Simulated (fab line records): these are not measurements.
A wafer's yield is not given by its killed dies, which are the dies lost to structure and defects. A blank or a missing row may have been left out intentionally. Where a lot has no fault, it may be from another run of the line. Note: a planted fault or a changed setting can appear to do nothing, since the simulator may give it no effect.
Matching of chambers :: flow nandHarc :: NHARC_A_BLC_STRIP_29 on rieDiel-07 has 4 sister chambers
The step strips in CF4. 16 wafers are shown with their chamber, then 8 later ones without.

== WAFERS PAIRED WITH THEIR CHAMBERS ==
wafer: L634.2
chamber: 3
showerheadPlenumPTorr (Torr): 1.88
drypumpMotorCurrentA (A): 5.7
oesProductAu (a.u.): 1.012

wafer: L634.5
chamber: 0
showerheadPlenumPTorr (Torr): 1.88
drypumpMotorCurrentA (A): 6.5
oesProductAu (a.u.): 1.003

wafer: L634.6
chamber: 1
showerheadPlenumPTorr (Torr): 1.79
drypumpMotorCurrentA (A): 5.9
oesProductAu (a.u.): 0.998

wafer: L644.1
chamber: 1
showerheadPlenumPTorr (Torr): 1.79
drypumpMotorCurrentA (A): 5.9
oesProductAu (a.u.): 1.005

wafer: L644.3
chamber: 0
showerheadPlenumPTorr (Torr): 1.88
drypumpMotorCurrentA (A): 6.5
oesProductAu (a.u.): 1.024

wafer: L644.4
chamber: 3
showerheadPlenumPTorr (Torr): 1.88
drypumpMotorCurrentA (A): 5.7
oesProductAu (a.u.): 0.975

wafer: L645.1
chamber: 0
showerheadPlenumPTorr (Torr): 1.87
drypumpMotorCurrentA (A): 6.5
oesProductAu (a.u.): 1.019

wafer: L645.5
chamber: 0
showerheadPlenumPTorr (Torr): 1.87
drypumpMotorCurrentA (A): 6.5
oesProductAu (a.u.): 1.011

wafer: L645.6
chamber: 3
showerheadPlenumPTorr (Torr): 1.88
drypumpMotorCurrentA (A): 5.7
oesProductAu (a.u.): 0.978

wafer: L646.1
chamber: 0
showerheadPlenumPTorr (Torr): 1.87
drypumpMotorCurrentA (A): 6.5
oesProductAu (a.u.): 1.013

wafer: L646.3
chamber: 1
showerheadPlenumPTorr (Torr): 1.79
drypumpMotorCurrentA (A): 5.9
oesProductAu (a.u.): 0.999

wafer: L646.5
chamber: 3
showerheadPlenumPTorr (Torr): 1.88
drypumpMotorCurrentA (A): 5.7
oesProductAu (a.u.): 0.982

wafer: L648.1
chamber: 1
showerheadPlenumPTorr (Torr): 1.79
drypumpMotorCurrentA (A): 6.0
oesProductAu (a.u.): 1.010

wafer: L648.3
chamber: 3
showerheadPlenumPTorr (Torr): 1.88
drypumpMotorCurrentA (A): 5.7
oesProductAu (a.u.): 0.985

wafer: L648.5
chamber: 2
showerheadPlenumPTorr (Torr): 1.80
drypumpMotorCurrentA (A): 5.5
oesProductAu (a.u.): 1.021

wafer: L650.2
chamber: 2
showerheadPlenumPTorr (Torr): 1.80
drypumpMotorCurrentA (A): 5.4
oesProductAu (a.u.): 1.022

SIGNATURES (averages over the wafers above)
reading: showerheadPlenumPTorr
chamber 0: 1.8740
chamber 1: 1.7900
chamber 2: 1.8000
chamber 3: 1.8800
scatter within a chamber: 0.00316

reading: drypumpMotorCurrentA
chamber 0: 6.500
chamber 1: 5.925
chamber 2: 5.450
chamber 3: 5.700
scatter within a chamber: 0.0323

reading: oesProductAu
chamber 0: 1.01400
chamber 1: 1.00300
chamber 2: 1.02150
chamber 3: 0.98640
scatter within a chamber: 0.0101
Rule: for a wafer and a chamber, the distance is found by dividing, reading by reading, the gap between the wafer's reading and the chamber's mean by the reading's scatter, squaring, summing and taking the root. If the next closest chamber is less than 2 further off than the closest, the wafer can't be placed; otherwise it belongs to the closest. The scatter: the root of (the sum of the squares of (reading less its chamber's mean) over the shown wafers, divided by (wafers less chambers)).

== WAFERS WITH NO CHAMBER GIVEN ==
wafer: L650.3
showerheadPlenumPTorr (Torr): 1.79
drypumpMotorCurrentA (A): 5.9
oesProductAu (a.u.): 1.014

wafer: L650.5
showerheadPlenumPTorr (Torr): 1.80
drypumpMotorCurrentA (A): 5.4
oesProductAu (a.u.): 1.035

wafer: L649.2
showerheadPlenumPTorr (Torr): 1.87
drypumpMotorCurrentA (A): 6.5
oesProductAu (a.u.): 1.013

wafer: L649.5
showerheadPlenumPTorr (Torr): 1.87
drypumpMotorCurrentA (A): 6.5
oesProductAu (a.u.): 1.019

wafer: L649.6
showerheadPlenumPTorr (Torr): 1.88
drypumpMotorCurrentA (A): 5.6
oesProductAu (a.u.): 0.991

wafer: L652.1
showerheadPlenumPTorr (Torr): 1.79
drypumpMotorCurrentA (A): 5.9
oesProductAu (a.u.): 1.012

wafer: L652.4
showerheadPlenumPTorr (Torr): 1.87
drypumpMotorCurrentA (A): 6.5
oesProductAu (a.u.): 1.029

wafer: L652.6
showerheadPlenumPTorr (Torr): 1.87
drypumpMotorCurrentA (A): 6.5
oesProductAu (a.u.): 1.021

== CHAMBER TAKEN BY EACH ==
wafer: L650.3
from the rows above: 1
in truth: 1

wafer: L650.5
from the rows above: 2
in truth: 2

wafer: L649.2
from the rows above: 0
in truth: 0

wafer: L649.5
from the rows above: 0
in truth: 0

wafer: L649.6
from the rows above: 3
in truth: 3

wafer: L652.1
from the rows above: 1
in truth: 1

wafer: L652.4
from the rows above: 0
in truth: 0

wafer: L652.6
from the rows above: 0
in truth: 0
Placed correctly: 8 of 8. Left unplaced by these rows: 0. Wrongly placed: 0.
